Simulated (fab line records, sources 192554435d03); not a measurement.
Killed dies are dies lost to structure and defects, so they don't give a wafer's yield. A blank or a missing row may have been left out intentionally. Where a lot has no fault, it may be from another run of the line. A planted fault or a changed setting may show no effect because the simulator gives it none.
fab line records :: flow n5Finfet
record:
  lots: 6
  wafers: 18
  lastDay: 18
route steps=1938 shown TV_OPEN@1889 PAD_METAL@1893 PASSIVATION@1897
lots with no fault: from the same line, run without faults
startH: hours from the record's first day to the start of the lot's first wafer shown :: waitH: hours from the lot's prior step to this one :: " unchanged from the row above :: L1.1+2: a row that stands for several wafers :: - no value, or no start was given :: * or withheld: withheld :: < > ~ a bound
route shown NAME@n: NAME is a module with steps in the file, n the number in the route of the first one :: usual: the fault-free wafers' mean and standard deviation :: same: alike in all rows :: chamber/n: place in a boat :: sites: the reading at each site :: _std_site: how widely they spread, as a standard deviation :: _edge_site: outer sites' mean less inner sites' :: radiusMm: how far each site lies from the wafer's centre :: mask NAME#n: copy n :: behind: tool/chamber where the wafer was last shaped :: hold: the reason the lot was held/the length of the hold in hours/how it ended :: device: which transistor (n, p or np) failed to switch :: end of line: the route-end tests of the same wafers :: a step with no rows: only its recipe :: killed: dies lost to structure and defects at the first sort, not the wafer's yield :: map: the dies of a wafer, with x for killed, . for not killed, _ for no die there
set.NAME: setting as actually run; set.NAME@STEP: the setting as run at that earlier step :: model.NAME: the simulator's own value behind a step, which no gauge read
lots seen at some steps along the route; tables by step, rows by wafer
services: a tool's chamber out of use, with start hour (startH, from the record's first day; less than 0 if before it), hours out, and reason
== steps ==
step: N5_PASSIVATION_STRIP_14
recipe:
  chemistry: O2
  powerW: 600
  tempC: 60
  pressureMtorr: 30
  rfFrequencyHz: 6e+07
  biasPowerW: 0
  overashFraction: 0.5
  o2FlowSccm: 225
usual:
  drypumpMotorCurrentA: 5.5/0.39
  oesProductAu: 0.82/0.084
  rfVppV: 3.5/0.91
  showerheadPlenumPTorr: 2.10/0.072
  throttleValvePct: 16.73/0.21
lot.wafer: L436.2
tool: rieDiel-02
chamber: 2
startH: 293.48
waitH: 0.1
drypumpMotorCurrentA: 5.8
oesProductAu: 0.88
rfHoursCounterH: 46
rfVppV: 3.6
showerheadPlenumPTorr: 2.05
throttleValvePct: 16.36

lot.wafer: L436.3
tool: rieDiel-02
chamber: 1
startH: 293.48
waitH: 0.1
drypumpMotorCurrentA: 6.0
oesProductAu: 0.70
rfHoursCounterH: 237
rfVppV: 3.5
showerheadPlenumPTorr: 2.10
throttleValvePct: 17.07

lot.wafer: L436.6
tool: rieDiel-02
chamber: 2
startH: 293.48
waitH: 0.1
drypumpMotorCurrentA: 5.8
oesProductAu: 0.88
rfHoursCounterH: -
rfVppV: 3.7
showerheadPlenumPTorr: 2.05
throttleValvePct: 16.37

lot.wafer: L441.2
tool: rieDiel-06
chamber: 2
startH: 343.20
waitH: 0.1
drypumpMotorCurrentA: 6.1
oesProductAu: 0.74
rfHoursCounterH: 174
rfVppV: 3.4
showerheadPlenumPTorr: 2.10
throttleValvePct: 16.81

lot.wafer: L441.3
tool: rieDiel-06
chamber: 0
startH: 343.20
waitH: 0.1
drypumpMotorCurrentA: 5.6
oesProductAu: 0.72
rfHoursCounterH: 199
rfVppV: 4.5
showerheadPlenumPTorr: 2.16
throttleValvePct: 16.79

lot.wafer: L441.6
tool: rieDiel-06
chamber: 0
startH: 343.20
waitH: 0.1
drypumpMotorCurrentA: 5.6
oesProductAu: 0.71
rfHoursCounterH: -
rfVppV: 4.4
showerheadPlenumPTorr: 2.16
throttleValvePct: 16.75

lot.wafer: L444.2
tool: rieDiel-02
chamber: 3
startH: 349.00
waitH: 0.1
drypumpMotorCurrentA: 5.7
oesProductAu: 0.81
rfHoursCounterH: 93
rfVppV: 2.9
showerheadPlenumPTorr: 2.22
throttleValvePct: 17.00

lot.wafer: L444.4
tool: rieDiel-02
chamber: 0
startH: 349.00
waitH: 0.1
drypumpMotorCurrentA: 4.8
oesProductAu: 0.91
rfHoursCounterH: -
rfVppV: 3.2
showerheadPlenumPTorr: 2.07
throttleValvePct: 16.64

lot.wafer: L444.5
tool: rieDiel-02
chamber: 2
startH: 349.00
waitH: 0.1
drypumpMotorCurrentA: 5.8
oesProductAu: 0.85
rfHoursCounterH: -
rfVppV: 2.7
showerheadPlenumPTorr: 2.05
throttleValvePct: 16.40

lot.wafer: L448.1
tool: rieDiel-04
chamber: 1
startH: 366.70
waitH: 0.1
drypumpMotorCurrentA: 5.0
oesProductAu: 0.89
rfHoursCounterH: 30
rfVppV: 2.9
showerheadPlenumPTorr: 2.04
throttleValvePct: 16.52

lot.wafer: L448.4
tool: rieDiel-04
chamber: 2
startH: 366.70
waitH: 0.1
drypumpMotorCurrentA: 5.7
oesProductAu: 0.69
rfHoursCounterH: -
rfVppV: 4.1
showerheadPlenumPTorr: 2.00
throttleValvePct: 16.80

lot.wafer: L448.6
tool: rieDiel-04
chamber: 0
startH: 366.70
waitH: 0.1
drypumpMotorCurrentA: 5.7
oesProductAu: 0.79
rfHoursCounterH: -
rfVppV: 3.9
showerheadPlenumPTorr: 2.06
throttleValvePct: 16.78

lot.wafer: L446.3
tool: rieDiel-06
chamber: 0
startH: 372.85
waitH: 0.1
drypumpMotorCurrentA: 5.6
oesProductAu: 0.72
rfHoursCounterH: 209
rfVppV: 4.7
showerheadPlenumPTorr: 2.16
throttleValvePct: 16.79

lot.wafer: L446.4
tool: rieDiel-06
chamber: 3
startH: 372.85
waitH: 0.1
drypumpMotorCurrentA: 5.2
oesProductAu: 0.80
rfHoursCounterH: 91
rfVppV: 4.8
showerheadPlenumPTorr: 2.19
throttleValvePct: 16.43

lot.wafer: L446.6
tool: rieDiel-06
chamber: 0
startH: 372.85
waitH: 0.1
drypumpMotorCurrentA: 5.6
oesProductAu: 0.71
rfHoursCounterH: -
rfVppV: 4.2
showerheadPlenumPTorr: 2.16
throttleValvePct: 16.79

lot.wafer: L455.1
tool: rieDiel-04
chamber: 3
startH: 418.38
waitH: 0.1
drypumpMotorCurrentA: 5.4
oesProductAu: 0.95
rfHoursCounterH: 13
rfVppV: 3.4
showerheadPlenumPTorr: 2.17
throttleValvePct: 16.67

lot.wafer: L455.5
tool: rieDiel-04
chamber: 0
startH: 418.38
waitH: 0.1
drypumpMotorCurrentA: 5.6
oesProductAu: 0.77
rfHoursCounterH: -
rfVppV: 2.6
showerheadPlenumPTorr: 2.05
throttleValvePct: 16.79

lot.wafer: L455.6
tool: rieDiel-04
chamber: 1
startH: 418.38
waitH: 0.1
drypumpMotorCurrentA: 5.0
oesProductAu: 0.85
rfHoursCounterH: -
rfVppV: 6.4
showerheadPlenumPTorr: 2.03
throttleValvePct: 16.53
step: N5_PASSIVATION_ETCH_15
recipe:
  chemistry: CF4/N2
  target: SiCN
  targetDepthA: 750
  taperDeg: 2
  timeS: 81.2
  ionEnergyEv: 150
  maskMaterial: SiNx
  pressureMtorr: 40
  sourceW: 430
  biasW: 70
  Ar_flow_sccm: 100
  cf4FlowSccm: 60
  n2FlowSccm: 60
usual:
  drypumpMotorCurrentA: 5.5/0.39
  mfcArSccm: 100.0/0.31
  oesProductAu: 0.82/0.082
  rfVppV: 382.2/2
  showerheadPlenumPTorr: 2.20/0.069
  throttleValvePct: 15.45/0.2
lot.wafer: L436.2
tool: rieDiel-02
chamber: 2
startH: -
waitH: -
drypumpMotorCurrentA: 5.8
mfcArSccm: 100.3
oesProductAu: 0.90
rfHoursCounterH: 46
rfVppV: 381.6
showerheadPlenumPTorr: 2.16
throttleValvePct: 15.08

lot.wafer: L436.3
tool: rieDiel-02
chamber: 1
startH: -
waitH: -
drypumpMotorCurrentA: 6.0
mfcArSccm: 99.7
oesProductAu: 0.69
rfHoursCounterH: 237
rfVppV: 381.0
showerheadPlenumPTorr: 2.17
throttleValvePct: 15.67

lot.wafer: L436.6
tool: rieDiel-02
chamber: 2
startH: -
waitH: -
drypumpMotorCurrentA: 5.8
mfcArSccm: 99.9
oesProductAu: 0.89
rfHoursCounterH: -
rfVppV: 380.9
showerheadPlenumPTorr: 2.16
throttleValvePct: 15.07

lot.wafer: L441.2
tool: rieDiel-06
chamber: 2
startH: -
waitH: -
drypumpMotorCurrentA: 6.1
mfcArSccm: 100.3
oesProductAu: 0.74
rfHoursCounterH: 174
rfVppV: 383.6
showerheadPlenumPTorr: 2.19
throttleValvePct: 15.52

lot.wafer: L441.3
tool: rieDiel-06
chamber: 0
startH: -
waitH: -
drypumpMotorCurrentA: 5.5
mfcArSccm: 100.1
oesProductAu: 0.71
rfHoursCounterH: 199
rfVppV: 382.8
showerheadPlenumPTorr: 2.28
throttleValvePct: 15.59

lot.wafer: L441.6
tool: rieDiel-06
chamber: 0
startH: -
waitH: -
drypumpMotorCurrentA: 5.6
mfcArSccm: 100.3
oesProductAu: 0.71
rfHoursCounterH: -
rfVppV: 382.6
showerheadPlenumPTorr: 2.28
throttleValvePct: 15.59

lot.wafer: L444.2
tool: rieDiel-02
chamber: 3
startH: -
waitH: -
drypumpMotorCurrentA: 5.7
mfcArSccm: 99.5
oesProductAu: 0.82
rfHoursCounterH: 93
rfVppV: 384.3
showerheadPlenumPTorr: 2.30
throttleValvePct: 15.66

lot.wafer: L444.4
tool: rieDiel-02
chamber: 0
startH: -
waitH: -
drypumpMotorCurrentA: 4.8
mfcArSccm: 100.2
oesProductAu: 0.91
rfHoursCounterH: -
rfVppV: 381.6
showerheadPlenumPTorr: 2.19
throttleValvePct: 15.44

lot.wafer: L444.5
tool: rieDiel-02
chamber: 2
startH: -
waitH: -
drypumpMotorCurrentA: 5.8
mfcArSccm: 99.7
oesProductAu: 0.86
rfHoursCounterH: -
rfVppV: 381.9
showerheadPlenumPTorr: 2.15
throttleValvePct: 15.11

lot.wafer: L448.1
tool: rieDiel-04
chamber: 1
startH: -
waitH: -
drypumpMotorCurrentA: 5.0
mfcArSccm: 100.1
oesProductAu: 0.87
rfHoursCounterH: 30
rfVppV: 381.4
showerheadPlenumPTorr: 2.15
throttleValvePct: 15.28

lot.wafer: L448.4
tool: rieDiel-04
chamber: 2
startH: -
waitH: -
drypumpMotorCurrentA: 5.7
mfcArSccm: 99.7
oesProductAu: 0.68
rfHoursCounterH: -
rfVppV: 379.4
showerheadPlenumPTorr: 2.10
throttleValvePct: 15.57

lot.wafer: L448.6
tool: rieDiel-04
chamber: 0
startH: -
waitH: -
drypumpMotorCurrentA: 5.6
mfcArSccm: 99.8
oesProductAu: 0.79
rfHoursCounterH: -
rfVppV: 381.0
showerheadPlenumPTorr: 2.15
throttleValvePct: 15.43

lot.wafer: L446.3
tool: rieDiel-06
chamber: 0
startH: -
waitH: -
drypumpMotorCurrentA: 5.6
mfcArSccm: 100.3
oesProductAu: 0.71
rfHoursCounterH: 209
rfVppV: 385.1
showerheadPlenumPTorr: 2.28
throttleValvePct: 15.61

lot.wafer: L446.4
tool: rieDiel-06
chamber: 3
startH: -
waitH: -
drypumpMotorCurrentA: 5.2
mfcArSccm: 100.1
oesProductAu: 0.79
rfHoursCounterH: 91
rfVppV: 384.4
showerheadPlenumPTorr: 2.32
throttleValvePct: 15.27

lot.wafer: L446.6
tool: rieDiel-06
chamber: 0
startH: -
waitH: -
drypumpMotorCurrentA: 5.5
mfcArSccm: 100.3
oesProductAu: 0.70
rfHoursCounterH: -
rfVppV: 385.8
showerheadPlenumPTorr: 2.28
throttleValvePct: 15.61

lot.wafer: L455.1
tool: rieDiel-04
chamber: 3
startH: -
waitH: -
drypumpMotorCurrentA: 5.4
mfcArSccm: 99.6
oesProductAu: 0.95
rfHoursCounterH: 13
rfVppV: 383.6
showerheadPlenumPTorr: 2.27
throttleValvePct: 15.33

lot.wafer: L455.5
tool: rieDiel-04
chamber: 0
startH: -
waitH: -
drypumpMotorCurrentA: 5.6
mfcArSccm: 100.0
oesProductAu: 0.76
rfHoursCounterH: -
rfVppV: 381.5
showerheadPlenumPTorr: 2.14
throttleValvePct: 15.45

lot.wafer: L455.6
tool: rieDiel-04
chamber: 1
startH: -
waitH: -
drypumpMotorCurrentA: 5.0
mfcArSccm: 100.3
oesProductAu: 0.84
rfHoursCounterH: -
rfVppV: 381.2
showerheadPlenumPTorr: 2.14
throttleValvePct: 15.33
step: N5_PASSIVATION_STRIP_73
recipe:
  chemistry: postEtchResidueRemover
  timeS: 60
  tempC: 25
  removerPh: withheld
  removerWaterWtPct: withheld
  removerFluorideWtPct: withheld
step: N5_PASSIVATION_SRD_17
recipe:
  timeS: 30
  tempC: 23
  rinseLiquid: diw
  dry: n2Spin
  spinRpm: 1500
  dryTimeS: 30
step: N5_PASSIVATION_DEGAS_18
recipe:
  ambient: vacuum
  tempC: 300
  timeS: 60
usual:
  heaterPowerW: 454/47
lot.wafer: L436.2
tool: pvdSputter-01
chamber: -
startH: 294.21
waitH: 0.5
heaterPowerW: 522

lot.wafer: L436.3
tool: pvdSputter-01
chamber: -
startH: 294.21
waitH: 0.5
heaterPowerW: 478

lot.wafer: L436.6
tool: pvdSputter-01
chamber: -
startH: 294.21
waitH: 0.5
heaterPowerW: 411

lot.wafer: L441.2
tool: pvdSputter-02
chamber: -
startH: 344.03
waitH: 0.6
heaterPowerW: 498

lot.wafer: L441.3
tool: pvdSputter-02
chamber: -
startH: 344.03
waitH: 0.6
heaterPowerW: 464

lot.wafer: L441.6
tool: pvdSputter-02
chamber: -
startH: 344.03
waitH: 0.6
heaterPowerW: 460

lot.wafer: L444.2
tool: pvdSputter-03
chamber: -
startH: 349.28
waitH: 0.1
heaterPowerW: 401

lot.wafer: L444.4
tool: pvdSputter-03
chamber: -
startH: 349.28
waitH: 0.1
heaterPowerW: 536

lot.wafer: L444.5
tool: pvdSputter-03
chamber: -
startH: 349.28
waitH: 0.1
heaterPowerW: 451

lot.wafer: L448.1
tool: pvdSputter-02
chamber: -
startH: 368.73
waitH: 1.8
heaterPowerW: 462

lot.wafer: L448.4
tool: pvdSputter-02
chamber: -
startH: 368.73
waitH: 1.8
heaterPowerW: 481

lot.wafer: L448.6
tool: pvdSputter-02
chamber: -
startH: 368.73
waitH: 1.8
heaterPowerW: 453

lot.wafer: L446.3
tool: pvdSputter-03
chamber: -
startH: 373.60
waitH: 0.6
heaterPowerW: 455

lot.wafer: L446.4
tool: pvdSputter-03
chamber: -
startH: 373.60
waitH: 0.6
heaterPowerW: 403

lot.wafer: L446.6
tool: pvdSputter-03
chamber: -
startH: 373.60
waitH: 0.6
heaterPowerW: 525

lot.wafer: L455.1
tool: pvdSputter-01
chamber: -
startH: 418.74
waitH: 0.2
heaterPowerW: 468

lot.wafer: L455.5
tool: pvdSputter-01
chamber: -
startH: 418.74
waitH: 0.2
heaterPowerW: 464

lot.wafer: L455.6
tool: pvdSputter-01
chamber: -
startH: 418.74
waitH: 0.2
heaterPowerW: 519
step: N5_PASSIVATION_PRE_CLEAN_19
recipe:
  gas: H2/He
  timeS: *
  tempC: *
usual:
  heaterPowerW: 454/46
lot.wafer: L436.2
tool: pvdSputter-01
chamber: -
startH: 294.25
waitH: 0.0
heaterPowerW: 514

lot.wafer: L436.3
tool: pvdSputter-01
chamber: -
startH: 294.25
waitH: 0.0
heaterPowerW: 474

lot.wafer: L436.6
tool: pvdSputter-01
chamber: -
startH: 294.25
waitH: 0.0
heaterPowerW: 402

lot.wafer: L441.2
tool: pvdSputter-02
chamber: -
startH: 344.07
waitH: 0.0
heaterPowerW: 488

lot.wafer: L441.3
tool: pvdSputter-02
chamber: -
startH: 344.07
waitH: 0.0
heaterPowerW: 469

lot.wafer: L441.6
tool: pvdSputter-02
chamber: -
startH: 344.07
waitH: 0.0
heaterPowerW: 472

lot.wafer: L444.2
tool: pvdSputter-03
chamber: -
startH: 349.32
waitH: 0.0
heaterPowerW: 395

lot.wafer: L444.4
tool: pvdSputter-03
chamber: -
startH: 349.32
waitH: 0.0
heaterPowerW: 527

lot.wafer: L444.5
tool: pvdSputter-03
chamber: -
startH: 349.32
waitH: 0.0
heaterPowerW: 446

lot.wafer: L448.1
tool: pvdSputter-02
chamber: -
startH: 368.77
waitH: 0.0
heaterPowerW: 465

lot.wafer: L448.4
tool: pvdSputter-02
chamber: -
startH: 368.77
waitH: 0.0
heaterPowerW: 499

lot.wafer: L448.6
tool: pvdSputter-02
chamber: -
startH: 368.77
waitH: 0.0
heaterPowerW: 468

lot.wafer: L446.3
tool: pvdSputter-03
chamber: -
startH: 373.64
waitH: 0.0
heaterPowerW: 450

lot.wafer: L446.4
tool: pvdSputter-03
chamber: -
startH: 373.64
waitH: 0.0
heaterPowerW: 388

lot.wafer: L446.6
tool: pvdSputter-03
chamber: -
startH: 373.64
waitH: 0.0
heaterPowerW: 515

lot.wafer: L455.1
tool: pvdSputter-01
chamber: -
startH: 418.78
waitH: 0.0
heaterPowerW: 459

lot.wafer: L455.5
tool: pvdSputter-01
chamber: -
startH: 418.78
waitH: 0.0
heaterPowerW: 457

lot.wafer: L455.6
tool: pvdSputter-01
chamber: -
startH: 418.78
waitH: 0.0
heaterPowerW: 507
step: N5_PASSIVATION_SPUTTER_20
recipe:
  material: TaN
  targetThkA: 500
  tempC: 25
  chamberPressurePa: 0.4
step: N5_PASSIVATION_AL_DEP_21
recipe:
  material: Al
  targetThkA: 28000
  tempC: 400
  timeS: 170
  powerW: 30000
  chamberPressurePa: 0.4
  gas: Ar
usual:
  cathodeDcPowerW: 29999/5.4
  throttleValvePct: 29.8/1
lot.wafer: L436.2
tool: pvdSputter-01
chamber: -
startH: 294.39
waitH: 0.1
cathodeDcPowerW: 29992
throttleValvePct: 31.3

lot.wafer: L436.3
tool: pvdSputter-01
chamber: -
startH: 294.39
waitH: 0.1
cathodeDcPowerW: 30002
throttleValvePct: 29.4

lot.wafer: L436.6
tool: pvdSputter-01
chamber: -
startH: 294.39
waitH: 0.1
cathodeDcPowerW: 29986
throttleValvePct: 29.8

lot.wafer: L441.2
tool: pvdSputter-02
chamber: -
startH: 344.21
waitH: 0.1
cathodeDcPowerW: 30010
throttleValvePct: 28.9

lot.wafer: L441.3
tool: pvdSputter-02
chamber: -
startH: 344.21
waitH: 0.1
cathodeDcPowerW: 29993
throttleValvePct: 29.8

lot.wafer: L441.6
tool: pvdSputter-02
chamber: -
startH: 344.21
waitH: 0.1
cathodeDcPowerW: 30001
throttleValvePct: 29.3

lot.wafer: L444.2
tool: pvdSputter-03
chamber: -
startH: 349.46
waitH: 0.1
cathodeDcPowerW: 30001
throttleValvePct: 31.7

lot.wafer: L444.4
tool: pvdSputter-03
chamber: -
startH: 349.46
waitH: 0.1
cathodeDcPowerW: 29996
throttleValvePct: 28.6

lot.wafer: L444.5
tool: pvdSputter-03
chamber: -
startH: 349.46
waitH: 0.1
cathodeDcPowerW: 30000
throttleValvePct: 29.7

lot.wafer: L448.1
tool: pvdSputter-02
chamber: -
startH: 368.91
waitH: 0.1
cathodeDcPowerW: 30001
throttleValvePct: 29.8

lot.wafer: L448.4
tool: pvdSputter-02
chamber: -
startH: 368.91
waitH: 0.1
cathodeDcPowerW: 29999
throttleValvePct: 28.8

lot.wafer: L448.6
tool: pvdSputter-02
chamber: -
startH: 368.91
waitH: 0.1
cathodeDcPowerW: 30011
throttleValvePct: 30.0

lot.wafer: L446.3
tool: pvdSputter-03
chamber: -
startH: 373.78
waitH: 0.1
cathodeDcPowerW: 30008
throttleValvePct: 29.7

lot.wafer: L446.4
tool: pvdSputter-03
chamber: -
startH: 373.78
waitH: 0.1
cathodeDcPowerW: 29996
throttleValvePct: 31.9

lot.wafer: L446.6
tool: pvdSputter-03
chamber: -
startH: 373.78
waitH: 0.1
cathodeDcPowerW: 29995
throttleValvePct: 28.6

lot.wafer: L455.1
tool: pvdSputter-01
chamber: -
startH: 418.92
waitH: 0.1
cathodeDcPowerW: 29997
throttleValvePct: 29.5

lot.wafer: L455.5
tool: pvdSputter-01
chamber: -
startH: 418.92
waitH: 0.1
cathodeDcPowerW: 29997
throttleValvePct: 29.7

lot.wafer: L455.6
tool: pvdSputter-01
chamber: -
startH: 418.92
waitH: 0.1
cathodeDcPowerW: 29993
throttleValvePct: 31.1
step: N5_PASSIVATION_HMDS_23
recipe:
  timeS: 60
  tempC: 120
step: N5_PASSIVATION_COAT_24
recipe:
  spinRpm: 3000
  resistThkNm: withheld
step: N5_PASSIVATION_EBR_26
recipe:
  solvent: PGMEA
  ebrWidthMm: 1.5
step: N5_PASSIVATION_SOFTBAKE_25
recipe:
  tempC: 100
  timeS: 90
step: N5_PASSIVATION_EXPOSE_27
recipe:
  maskId: PAD
  na: 0.55
  sourceShape: conventional
  sigmaOuter: 0.8
  polarization: unpolarized
  defocusNm: 0
  doseMj: 32.3
usual:
  exposureDoseMJCm2: 32.30/0.032
lot.wafer: L436.2
tool: krfScanner-01
chamber: 0
startH: 294.82
waitH: -
mask: PAD#0
exposureDoseMJCm2: 32.30

lot.wafer: L436.3
tool: krfScanner-01
chamber: 0
startH: 294.82
waitH: -
mask: PAD#0
exposureDoseMJCm2: 32.29

lot.wafer: L436.6
tool: krfScanner-01
chamber: 0
startH: 294.82
waitH: -
mask: PAD#0
exposureDoseMJCm2: 32.29

lot.wafer: L441.2
tool: krfScanner-01
chamber: 0
startH: 344.51
waitH: -
mask: PAD#0
exposureDoseMJCm2: 25.53

lot.wafer: L441.3
tool: krfScanner-01
chamber: 0
startH: 344.51
waitH: -
mask: PAD#0
exposureDoseMJCm2: 25.53

lot.wafer: L441.6
tool: krfScanner-01
chamber: 0
startH: 344.51
waitH: -
mask: PAD#0
exposureDoseMJCm2: 25.53

lot.wafer: L444.2
tool: krfScanner-01
chamber: 0
startH: 349.76
waitH: -
mask: PAD#0
exposureDoseMJCm2: 25.46

lot.wafer: L444.4
tool: krfScanner-01
chamber: 0
startH: 349.76
waitH: -
mask: PAD#0
exposureDoseMJCm2: 25.51

lot.wafer: L444.5
tool: krfScanner-01
chamber: 0
startH: 349.76
waitH: -
mask: PAD#0
exposureDoseMJCm2: 25.51

lot.wafer: L448.1
tool: krfScanner-02
chamber: 0
startH: 369.33
waitH: -
mask: PAD#0
exposureDoseMJCm2: 32.21

lot.wafer: L448.4
tool: krfScanner-02
chamber: 0
startH: 369.33
waitH: -
mask: PAD#0
exposureDoseMJCm2: 32.24

lot.wafer: L448.6
tool: krfScanner-02
chamber: 0
startH: 369.33
waitH: -
mask: PAD#0
exposureDoseMJCm2: 32.28

lot.wafer: L446.3
tool: krfScanner-02
chamber: 0
startH: 374.22
waitH: -
mask: PAD#0
exposureDoseMJCm2: 32.33

lot.wafer: L446.4
tool: krfScanner-02
chamber: 0
startH: 374.22
waitH: -
mask: PAD#0
exposureDoseMJCm2: 32.34

lot.wafer: L446.6
tool: krfScanner-02
chamber: 0
startH: 374.22
waitH: -
mask: PAD#0
exposureDoseMJCm2: 32.36

lot.wafer: L455.1
tool: krfScanner-02
chamber: 0
startH: 419.34
waitH: -
mask: PAD#0
exposureDoseMJCm2: 32.29

lot.wafer: L455.5
tool: krfScanner-02
chamber: 0
startH: 419.34
waitH: -
mask: PAD#0
exposureDoseMJCm2: 32.32

lot.wafer: L455.6
tool: krfScanner-02
chamber: 0
startH: 419.34
waitH: -
mask: PAD#0
exposureDoseMJCm2: 32.31
step: N5_PASSIVATION_PEB_28
recipe:
  pebTempC: withheld
  pebTimeS: *
step: N5_PASSIVATION_DEVELOP_29
recipe:
  developTimeS: 60
  rinseLiquid: diw
  dry: airSpin
  devTempC: 21
step: N5_PASSIVATION_HARDBAKE_31
recipe:
  tempC: 130
  timeS: 120
step: N5_PASSIVATION_CD_MEAS_30
recipe:
  targetCdNm: 4000
  landingEnergyEv: 500
  detector: seInlens
  polarity: opening
usual:
  cdNm: 4000/3.4
lot.wafer: L436.2
tool: cdSem-03
chamber: 0
startH: 294.99
waitH: -
cdNm: 3999

lot.wafer: L436.3
tool: cdSem-03
chamber: 0
startH: 294.99
waitH: -
cdNm: 3997

lot.wafer: L436.6
tool: cdSem-03
chamber: 0
startH: 294.99
waitH: -
cdNm: 4000

lot.wafer: L441.2
tool: cdSem-01
chamber: 0
startH: 344.68
waitH: -
cdNm: 3962

lot.wafer: L441.3
tool: cdSem-01
chamber: 0
startH: 344.68
waitH: -
cdNm: 3960

lot.wafer: L441.6
tool: cdSem-01
chamber: 0
startH: 344.68
waitH: -
cdNm: 3956

lot.wafer: L444.2
tool: cdSem-01
chamber: 0
startH: 349.93
waitH: -
cdNm: 3957

lot.wafer: L444.4
tool: cdSem-01
chamber: 0
startH: 349.93
waitH: -
cdNm: 3956

lot.wafer: L444.5
tool: cdSem-01
chamber: 0
startH: 349.93
waitH: -
cdNm: 3957

lot.wafer: L448.1
tool: cdSem-02
chamber: 0
startH: 369.50
waitH: -
cdNm: 4001

lot.wafer: L448.4
tool: cdSem-02
chamber: 0
startH: 369.50
waitH: -
cdNm: 4000

lot.wafer: L448.6
tool: cdSem-02
chamber: 0
startH: 369.50
waitH: -
cdNm: 3999

lot.wafer: L446.3
tool: cdSem-02
chamber: 0
startH: 374.38
waitH: -
cdNm: 3998

lot.wafer: L446.4
tool: cdSem-02
chamber: 0
startH: 374.38
waitH: -
cdNm: 3996

lot.wafer: L446.6
tool: cdSem-02
chamber: 0
startH: 374.38
waitH: -
cdNm: 3995

lot.wafer: L455.1
tool: cdSem-02
chamber: 0
startH: 419.52
waitH: -
cdNm: 3996

lot.wafer: L455.5
tool: cdSem-02
chamber: 0
startH: 419.52
waitH: -
cdNm: 3997

lot.wafer: L455.6
tool: cdSem-02
chamber: 0
startH: 419.52
waitH: -
cdNm: 3993
step: N5_PASSIVATION_OVL_MEAS_63
recipe:
  pointsPerWafer: 44
usual:
  PAD_OVL: -1/4.6
same:
  pointsPerWafer: 44
lot.wafer: L436.2
tool: overlay-02
chamber: 0
startH: 295.02
waitH: 0.0
PAD_OVL[nm]: 0

lot.wafer: L436.3
tool: overlay-02
chamber: 0
startH: 295.02
waitH: 0.0
PAD_OVL[nm]: -6

lot.wafer: L436.6
tool: overlay-02
chamber: 0
startH: 295.02
waitH: 0.0
PAD_OVL[nm]: -2

lot.wafer: L441.2
tool: overlay-01
chamber: 0
startH: 344.71
waitH: 0.0
PAD_OVL[nm]: -6

lot.wafer: L441.3
tool: overlay-01
chamber: 0
startH: 344.71
waitH: 0.0
PAD_OVL[nm]: 1

lot.wafer: L441.6
tool: overlay-01
chamber: 0
startH: 344.71
waitH: 0.0
PAD_OVL[nm]: 4

lot.wafer: L444.2
tool: overlay-02
chamber: 0
startH: 349.96
waitH: 0.0
PAD_OVL[nm]: -2

lot.wafer: L444.4
tool: overlay-02
chamber: 0
startH: 349.96
waitH: 0.0
PAD_OVL[nm]: 2

lot.wafer: L444.5
tool: overlay-02
chamber: 0
startH: 349.96
waitH: 0.0
PAD_OVL[nm]: 0

lot.wafer: L448.1
tool: overlay-02
chamber: 0
startH: 369.53
waitH: 0.0
PAD_OVL[nm]: 4

lot.wafer: L448.4
tool: overlay-02
chamber: 0
startH: 369.53
waitH: 0.0
PAD_OVL[nm]: -2

lot.wafer: L448.6
tool: overlay-02
chamber: 0
startH: 369.53
waitH: 0.0
PAD_OVL[nm]: 5

lot.wafer: L446.3
tool: overlay-02
chamber: 0
startH: 374.41
waitH: 0.0
PAD_OVL[nm]: 1

lot.wafer: L446.4
tool: overlay-02
chamber: 0
startH: 374.41
waitH: 0.0
PAD_OVL[nm]: 3

lot.wafer: L446.6
tool: overlay-02
chamber: 0
startH: 374.41
waitH: 0.0
PAD_OVL[nm]: 4

lot.wafer: L455.1
tool: overlay-01
chamber: 0
startH: 419.55
waitH: 0.0
PAD_OVL[nm]: 1

lot.wafer: L455.5
tool: overlay-01
chamber: 0
startH: 419.55
waitH: 0.0
PAD_OVL[nm]: -4

lot.wafer: L455.6
tool: overlay-01
chamber: 0
startH: 419.55
waitH: 0.0
PAD_OVL[nm]: -3
== services ==
tool: krfScanner-02
chamber: -
startH: 290.67
hours: 3.6
kind: pm

tool: krfScanner-02
chamber: -
startH: 298.18
hours: 2.0
kind: repair

tool: rieDiel-06
chamber: 2
startH: 299.45
hours: 8.1
kind: repair

tool: krfScanner-01
chamber: -
startH: 306.38
hours: 0.8
kind: pm

tool: pvdSputter-03
chamber: -
startH: 316.53
hours: 4.6
kind: repair

tool: krfScanner-02
chamber: -
startH: 323.12
hours: 0.8
kind: pm

tool: rieDiel-06
chamber: 0
startH: 337.05
hours: 4.8
kind: repair

tool: rieDiel-02
chamber: 1
startH: 338.56
hours: -
kind: clean

tool: rieDiel-02
chamber: 1
startH: 338.56
hours: -
kind: consumableReplace:focusRing

tool: rieDiel-02
chamber: 1
startH: 338.56
hours: 16.8
kind: scheduledDown

tool: rieDiel-02
chamber: 1
startH: 338.56
hours: 16.8
kind: ventCycle

tool: krfScanner-01
chamber: -
startH: 352.60
hours: 1.0
kind: pm

tool: pvdSputter-02
chamber: -
startH: 361.06
hours: 3.8
kind: repair

tool: rieDiel-04
chamber: 3
startH: 361.23
hours: -
kind: clean

tool: rieDiel-04
chamber: 3
startH: 361.23
hours: -
kind: consumableReplace:focusRing

tool: rieDiel-04
chamber: 3
startH: 361.23
hours: 19.9
kind: scheduledDown

tool: rieDiel-04
chamber: 3
startH: 361.23
hours: 19.9
kind: ventCycle

tool: krfScanner-02
chamber: -
startH: 363.96
hours: 1.0
kind: pm

tool: krfScanner-01
chamber: 0
startH: 380.20
hours: -
kind: calibration

tool: krfScanner-01
chamber: -
startH: 384.15
hours: 1.3
kind: pm

tool: rieDiel-04
chamber: 2
startH: 388.56
hours: 11.7
kind: repair

tool: pvdSputter-01
chamber: -
startH: 402.82
hours: 1.1
kind: repair

tool: rieDiel-04
chamber: 2
startH: 413.21
hours: 6.7
kind: repair

tool: krfScanner-02
chamber: 0
startH: 418.78
hours: -
kind: calibration
== key ==
firstSign:
  step: N5_PASSIVATION_EXPOSE_27
  reading: exposureDoseMJCm2
  direction: down
  sigmas: 99+
  usual: 32.30
  struck: 25.51
effect:
  step: N5_PASSIVATION_CD_MEAS_30
  reading: cdNm
  direction: down
  sigmas: 12
  usual: 4000
  struck: 3958
metAt N5_PASSIVATION_EXPOSE_27
struckWafers L441.2,L441.3,L441.6,L444.2,L444.4,L444.5
onsetBetween 294.82 344.51
fault:
  kind: processParameterDrift
  tool: krfScanner-01
  chamber: -
  onsetH: 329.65
  steps: N5_PASSIVATION_EXPOSE_27
  channel: doseMj
  offset: -6.8151
  shape: step
  actsIn: theseRecipesOnly
  stated: 32.3
